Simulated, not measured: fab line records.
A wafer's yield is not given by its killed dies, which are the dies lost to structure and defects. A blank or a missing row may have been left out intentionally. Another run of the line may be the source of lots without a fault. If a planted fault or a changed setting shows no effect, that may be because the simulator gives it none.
Which tool is to blame? + flow n5Finfet + 72 wafers from 24 lots sampled at 6 of the route's 1938 steps

WHAT EACH GAUGE READ, for each wafer
N5_BEOL_M11_INSPECT_58: inspects for defects (darkfield).
| lot  | measured     | on               | rawDefectCount |
|------|--------------|------------------|----------------|
| L074 | day 10 10:22 | defectInspect-01 | 41 82 69       |
| L075 | day 10 11:47 | defectInspect-01 | 47 53 65       |
| L077 | day 10 13:48 | defectInspect-01 | 73 98 76       |
| L076 | day 10 13:59 | defectInspect-01 | 55 49 80       |
| L078 | day 11 05:16 | defectInspect-02 | 70 34 80       |
| L079 | day 11 12:53 | defectInspect-02 | 76 52 68       |
| L080 | day 11 15:08 | defectInspect-02 | 70 80 74       |
| L081 | day 11 18:07 | defectInspect-02 | 72 35 46       |
| L082 | day 11 20:42 | defectInspect-02 | 54 61 68       |
| L083 | day 12 19:10 | defectInspect-02 | 63 59 60       |
| L085 | day 13 04:35 | defectInspect-02 | 57 125 108     |
| L086 | day 13 05:33 | defectInspect-01 | 65 52 75       |
| L084 | day 13 06:26 | defectInspect-02 | 91 87 58       |
| L087 | day 13 10:37 | defectInspect-02 | 59 49 83       |
| L088 | day 13 22:24 | defectInspect-02 | 69 84 77       |
| L089 | day 14 06:53 | defectInspect-02 | 90 79 64       |
| L091 | day 14 07:10 | defectInspect-02 | 116 120 36     |
| L090 | day 14 08:36 | defectInspect-02 | 51 63 75       |
| L093 | day 15 01:04 | defectInspect-02 | 99 98 98       |
| L092 | day 15 06:53 | defectInspect-01 | 93 77 58       |
| L094 | day 15 13:04 | defectInspect-02 | 78 65 80       |
| L095 | day 16 02:56 | defectInspect-02 | 80 63 66       |
| L097 | day 16 19:53 | defectInspect-02 | 54 43 58       |
| L096 | day 16 22:28 | defectInspect-02 | 85 85 92       |

N5_BEOL_M12_CD_MEAS_10: the cd target is 140 nm.
| lot  | measured     | on       | cdNm (nm)         |
|------|--------------|----------|-------------------|
| L074 | day 10 10:58 | cdSem-03 | 140.5 141.2 142.3 |
| L075 | day 10 12:15 | cdSem-03 | 140.6 141.7 142.2 |
| L077 | day 10 14:16 | cdSem-02 | 139.9 139.4 140.9 |
| L076 | day 10 14:35 | cdSem-02 | 141.3 140.8 140.0 |
| L078 | day 11 05:55 | cdSem-01 | 140.6 140.7 140.7 |
| L079 | day 11 13:29 | cdSem-02 | 139.7 139.0 140.1 |
| L080 | day 11 15:36 | cdSem-01 | 142.4 139.3 139.5 |
| L081 | day 11 18:38 | cdSem-01 | 141.3 141.2 140.8 |
| L082 | day 11 21:18 | cdSem-01 | 137.6 139.8 139.4 |
| L083 | day 12 19:46 | cdSem-03 | 139.9 138.9 142.4 |
| L085 | day 13 05:04 | cdSem-03 | 140.4 139.9 140.3 |
| L086 | day 13 06:09 | cdSem-03 | 141.0 140.2 139.5 |
| L084 | day 13 07:01 | cdSem-03 | 139.1 137.4 138.3 |
| L087 | day 13 11:05 | cdSem-02 | 137.7 139.2 139.1 |
| L088 | day 13 23:00 | cdSem-03 | 136.8 137.4 136.5 |
| L089 | day 14 07:29 | cdSem-02 | 138.8 141.4 140.6 |
| L091 | day 14 07:38 | cdSem-02 | 139.8 139.8 140.5 |
| L090 | day 14 09:04 | cdSem-03 | 137.9 140.1 138.9 |
| L093 | day 15 01:32 | cdSem-02 | 137.3 138.7 140.0 |
| L092 | day 15 07:29 | cdSem-03 | 139.4 139.8 138.8 |
| L094 | day 15 13:32 | cdSem-03 | 140.7 140.9 139.5 |
| L095 | day 16 03:25 | cdSem-01 | 137.5 139.2 139.3 |
| L097 | day 16 20:29 | cdSem-01 | 140.8 141.1 140.1 |
| L096 | day 16 22:56 | cdSem-03 | 138.9 140.6 139.2 |

N5_BEOL_M12_INSPECT_12: inspects for defects (macro).
| lot  | measured     | on               | rawDefectCount |
|------|--------------|------------------|----------------|
| L074 | day 10 11:01 | defectInspect-01 | 2 2 4          |
| L075 | day 10 12:22 | defectInspect-01 | 2 3 2          |
| L077 | day 10 14:19 | defectInspect-01 | 2 1 3          |
| L076 | day 10 14:38 | defectInspect-01 | 2 3 0          |
| L078 | day 11 05:58 | defectInspect-01 | 3 1 4          |
| L079 | day 11 13:32 | defectInspect-02 | 5 1 3          |
| L080 | day 11 15:40 | defectInspect-02 | 1 2 1          |
| L081 | day 11 18:42 | defectInspect-02 | 2 2 4          |
| L082 | day 11 21:21 | defectInspect-02 | 4 4 1          |
| L083 | day 12 19:50 | defectInspect-02 | 5 3 3          |
| L085 | day 13 05:07 | defectInspect-01 | 2 3 2          |
| L086 | day 13 06:12 | defectInspect-02 | 1 2 3          |
| L084 | day 13 07:05 | defectInspect-02 | 1 1 2          |
| L087 | day 13 11:08 | defectInspect-02 | 0 3 3          |
| L088 | day 13 23:03 | defectInspect-02 | 5 4 3          |
| L089 | day 14 07:32 | defectInspect-02 | 3 3 0          |
| L091 | day 14 07:41 | defectInspect-02 | 1 0 1          |
| L090 | day 14 09:08 | defectInspect-02 | 0 3 2          |
| L093 | day 15 01:35 | defectInspect-01 | 1 1 2          |
| L092 | day 15 07:32 | defectInspect-01 | 2 5 1          |
| L094 | day 15 13:35 | defectInspect-01 | 1 1 6          |
| L095 | day 16 03:28 | defectInspect-02 | 1 2 1          |
| L097 | day 16 20:32 | defectInspect-02 | 0 2 5          |
| L096 | day 16 22:59 | defectInspect-02 | 7 2 2          |

N5_BEOL_M12_INSPECT_30: inspects for defects (macro).
| lot  | measured     | on               | rawDefectCount |
|------|--------------|------------------|----------------|
| L074 | day 10 11:55 | defectInspect-01 | 3 2 5          |
| L075 | day 10 13:23 | defectInspect-01 | 3 3 5          |
| L077 | day 10 15:22 | defectInspect-01 | 3 3 1          |
| L076 | day 10 15:33 | defectInspect-01 | 1 2 2          |
| L078 | day 11 06:52 | defectInspect-02 | 0 3 2          |
| L079 | day 11 14:31 | defectInspect-02 | 3 1 1          |
| L080 | day 11 16:42 | defectInspect-02 | 2 0 4          |
| L081 | day 11 19:52 | defectInspect-02 | 3 2 0          |
| L082 | day 11 22:19 | defectInspect-02 | 1 2 0          |
| L083 | day 12 20:46 | defectInspect-02 | 1 4 2          |
| L085 | day 13 06:08 | defectInspect-02 | 2 1 1          |
| L086 | day 13 07:15 | defectInspect-02 | 3 0 3          |
| L084 | day 13 08:07 | defectInspect-02 | 4 2 1          |
| L087 | day 13 12:10 | defectInspect-01 | 1 3 0          |
| L088 | day 14 00:05 | defectInspect-01 | 1 4 1          |
| L089 | day 14 08:27 | defectInspect-01 | 1 2 2          |
| L091 | day 14 08:35 | defectInspect-01 | 2 3 1          |
| L090 | day 14 10:16 | defectInspect-01 | 2 3 1          |
| L093 | day 15 02:40 | defectInspect-02 | 3 2 0          |
| L092 | day 15 08:26 | defectInspect-01 | 3 0 0          |
| L094 | day 15 14:30 | defectInspect-01 | 5 0 2          |
| L095 | day 16 04:38 | defectInspect-02 | 4 4 3          |
| L097 | day 16 21:34 | defectInspect-02 | 5 0 1          |
| L096 | day 17 00:02 | defectInspect-01 | 4 1 2          |

EACH LOT AND THE TOOL THAT RAN IT (in order: tool; ch and the chambers of the sampled wafers; start)
| lot  | N5_BEOL_M11_DEGAS_44        | N5_BEOL_M11_ANNEAL_51           |
|------|-----------------------------|---------------------------------|
| L074 | pvdSputter-03, day 10 08:45 | rtpAnneal-02 ch 0, day 10 09:38 |
| L075 | pvdSputter-03, day 10 09:27 | rtpAnneal-01 ch 0, day 10 11:01 |
| L077 | pvdSputter-02, day 10 12:05 | rtpAnneal-02 ch 0, day 10 13:06 |
| L076 | pvdSputter-02, day 10 12:22 | rtpAnneal-01 ch 0, day 10 13:15 |
| L078 | pvdSputter-02, day 11 03:25 | rtpAnneal-02 ch 0, day 11 04:31 |
| L079 | pvdSputter-03, day 11 11:02 | rtpAnneal-01 ch 0, day 11 12:11 |
| L080 | pvdSputter-02, day 11 11:36 | rtpAnneal-01 ch 0, day 11 14:23 |
| L081 | pvdSputter-03, day 11 15:30 | rtpAnneal-02 ch 0, day 11 17:24 |
| L082 | pvdSputter-03, day 11 19:06 | rtpAnneal-02 ch 0, day 11 20:02 |
| L083 | pvdSputter-01, day 12 16:26 | rtpAnneal-02 ch 0, day 12 18:31 |
| L085 | pvdSputter-03, day 13 02:52 | rtpAnneal-01 ch 0, day 13 03:56 |
| L086 | pvdSputter-03, day 13 03:34 | rtpAnneal-02 ch 0, day 13 04:49 |
| L084 | pvdSputter-03, day 13 03:54 | rtpAnneal-01 ch 0, day 13 05:44 |
| L087 | pvdSputter-03, day 13 08:51 | rtpAnneal-01 ch 0, day 13 09:53 |
| L088 | pvdSputter-03, day 13 20:49 | rtpAnneal-01 ch 0, day 13 21:40 |
| L089 | pvdSputter-02, day 14 02:53 | rtpAnneal-01 ch 0, day 14 06:09 |
| L091 | pvdSputter-03, day 14 05:08 | rtpAnneal-01 ch 0, day 14 06:25 |
| L090 | pvdSputter-02, day 14 05:40 | rtpAnneal-01 ch 0, day 14 07:57 |
| L093 | pvdSputter-01, day 14 23:12 | rtpAnneal-02 ch 0, day 15 00:22 |
| L092 | pvdSputter-02, day 15 05:12 | rtpAnneal-02 ch 0, day 15 06:16 |
| L094 | pvdSputter-03, day 15 11:15 | rtpAnneal-02 ch 0, day 15 12:19 |
| L095 | pvdSputter-01, day 16 00:42 | rtpAnneal-02 ch 0, day 16 02:12 |
| L097 | pvdSputter-02, day 16 17:17 | rtpAnneal-01 ch 0, day 16 19:08 |
| L096 | pvdSputter-02, day 16 18:23 | rtpAnneal-02 ch 0, day 16 21:36 |
- N5_BEOL_M11_DEGAS_44: time 60 s.
- N5_BEOL_M11_ANNEAL_51: time 90 s.

WHAT THE TOOLS THEMSELVES READ (means of the sampled wafers that have a number; where no wafer has one, the mark that the record gives instead)
N5_BEOL_M11_DEGAS_44.
| lot  | tool          | heaterPowerW (W) |
|------|---------------|------------------|
| L074 | pvdSputter-03 | 363              |
| L075 | pvdSputter-03 | 322              |
| L077 | pvdSputter-02 | 349              |
| L076 | pvdSputter-02 | 346              |
| L078 | pvdSputter-02 | 344              |
| L079 | pvdSputter-03 | 320              |
| L080 | pvdSputter-02 | 333              |
| L081 | pvdSputter-03 | 342              |
| L082 | pvdSputter-03 | 300              |
| L083 | pvdSputter-01 | 312              |
| L085 | pvdSputter-03 | 328              |
| L086 | pvdSputter-03 | 316              |
| L084 | pvdSputter-03 | 322              |
| L087 | pvdSputter-03 | 345              |
| L088 | pvdSputter-03 | 321              |
| L089 | pvdSputter-02 | 350              |
| L091 | pvdSputter-03 | 317              |
| L090 | pvdSputter-02 | 339              |
| L093 | pvdSputter-01 | 341              |
| L092 | pvdSputter-02 | 347              |
| L094 | pvdSputter-03 | 351              |
| L095 | pvdSputter-01 | 307              |
| L097 | pvdSputter-02 | 340              |
| L096 | pvdSputter-02 | 345              |

N5_BEOL_M11_ANNEAL_51.
| lot  | tool         | wafer_temp_C_max |
|------|--------------|------------------|
| L074 | rtpAnneal-02 | 225.78           |
| L075 | rtpAnneal-01 | 225.76           |
| L077 | rtpAnneal-02 | 225.55           |
| L076 | rtpAnneal-01 | 226.16           |
| L078 | rtpAnneal-02 | 225.57           |
| L079 | rtpAnneal-01 | 226.11           |
| L080 | rtpAnneal-01 | 226.12           |
| L081 | rtpAnneal-02 | 225.46           |
| L082 | rtpAnneal-02 | 225.72           |
| L083 | rtpAnneal-02 | 225.85           |
| L085 | rtpAnneal-01 | 226.12           |
| L086 | rtpAnneal-02 | 225.64           |
| L084 | rtpAnneal-01 | 226.07           |
| L087 | rtpAnneal-01 | 225.75           |
| L088 | rtpAnneal-01 | 225.83           |
| L089 | rtpAnneal-01 | 225.86           |
| L091 | rtpAnneal-01 | 225.84           |
| L090 | rtpAnneal-01 | 226.06           |
| L093 | rtpAnneal-02 | 225.72           |
| L092 | rtpAnneal-02 | 225.44           |
| L094 | rtpAnneal-02 | 225.50           |
| L095 | rtpAnneal-02 | 225.51           |
| L097 | rtpAnneal-01 | 225.60           |
| L096 | rtpAnneal-02 | 225.71           |

THE ANSWER, worked out from the rows above alone
Rule: the usual values come from the lots themselves. The widest of any qualifying gaps counts: lots, ordered by their means at a reading, are off when they make up no more than a third of the lots, leave a main group of 4 or more, and stand apart from it by 3 or more times the standard deviation of that group's means. Not used: any main group whose means are identical at the precision the tables above print for the reading. Also off: a lot with no number at a reading for which 4 or more lots have one. Where the step has rows for the other lots, those lots are counted as sound. Order of review: gauges by route order, followed by the tools' own readings, for which a lot's mean as printed above is used. The first step at which some lot is off is used, and at that step the reading that is off furthest; a lot without a number counts as furthest.
Nothing can be told from this: no lot is off at any reading shown.

WHAT THE SIMULATOR HAD INSERTED
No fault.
